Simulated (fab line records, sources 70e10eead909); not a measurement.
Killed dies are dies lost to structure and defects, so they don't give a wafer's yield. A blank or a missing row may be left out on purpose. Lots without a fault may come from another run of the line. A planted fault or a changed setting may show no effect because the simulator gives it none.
One fault seen from 2 desks | flow nand_harc | each desk has only its own numbers; what lay behind them comes last

THE TOOL OWNER'S DESK: pecvd-02
The tool's own readings at NHARC_A_CONTACT_DEP_29 (deposits SiON, target thk 70 nm): means of the sampled wafers that have a number, for each lot that ran on this tool. A lot is out of limits, marked OUT, if its mean lies more than 4 standard deviations from the usual mean; the brackets give that distance.
Columns: A = heater_power_w at NHARC_A_CONTACT_DEP_29, usual 788 W
lot  | first seen here | A
L819 | day 16 21:37    | 747
L824 | day 18 00:50    | 816
L825 | day 18 14:04    | 845
L822 | day 18 17:17    | 750
L829 | day 19 13:36    | 716
L828 | day 19 13:46    | 873
L830 | day 20 01:57    | 865
L832 | day 20 07:16    | 676
L834 | day 20 15:09    | 738
This desk's finding: nothing out of limits on any of the 9 lots.

THE METROLOGY DESK
What the gauges read, lot by lot, whatever tool the lot ran on: means of the sampled wafers that have a number. A lot is out of limits, marked OUT, if its mean lies more than 4 standard deviations from the usual mean; the brackets give that distance.
Columns: A = cd_nm at NHARC_A_BONDPAD_CD_MEAS_13, usual 500.0 nm; B = thk_nm at NHARC_THIN_TSV_THK_MEAS_02, usual 2961 nm
lot  | first seen here | A     | B
L818 | day 18 06:55    | 498.0 | 2975
L817 | day 18 07:29    | 495.3 | 2749
L819 | day 18 09:45    | 497.4 | 2969
L820 | day 18 15:32    | 504.0 | 2974
L824 | day 19 12:50    | 499.0 | 3118
L826 | day 20 06:54    | 499.9 | 3226
L825 | day 20 12:29    | 499.1 | 2797
L822 | day 20 16:13    | 502.5 | 2926
L828 | day 21 02:07    | 499.6 | 2993
L829 | day 21 02:27    | 503.0 | 2987
L830 | day 22 00:55    | 499.2 | 3170
L827 | day 22 01:35    | 504.3 | 3002
L834 | day 22 19:44    | 499.0 | 3167
This desk's finding: nothing out of limits on any of the 13 lots.

PUT TOGETHER
The tool owner's desk saw nothing out of limits.
The metrology desk saw nothing out of limits.

WHAT THE SIMULATOR HAD PUT IN
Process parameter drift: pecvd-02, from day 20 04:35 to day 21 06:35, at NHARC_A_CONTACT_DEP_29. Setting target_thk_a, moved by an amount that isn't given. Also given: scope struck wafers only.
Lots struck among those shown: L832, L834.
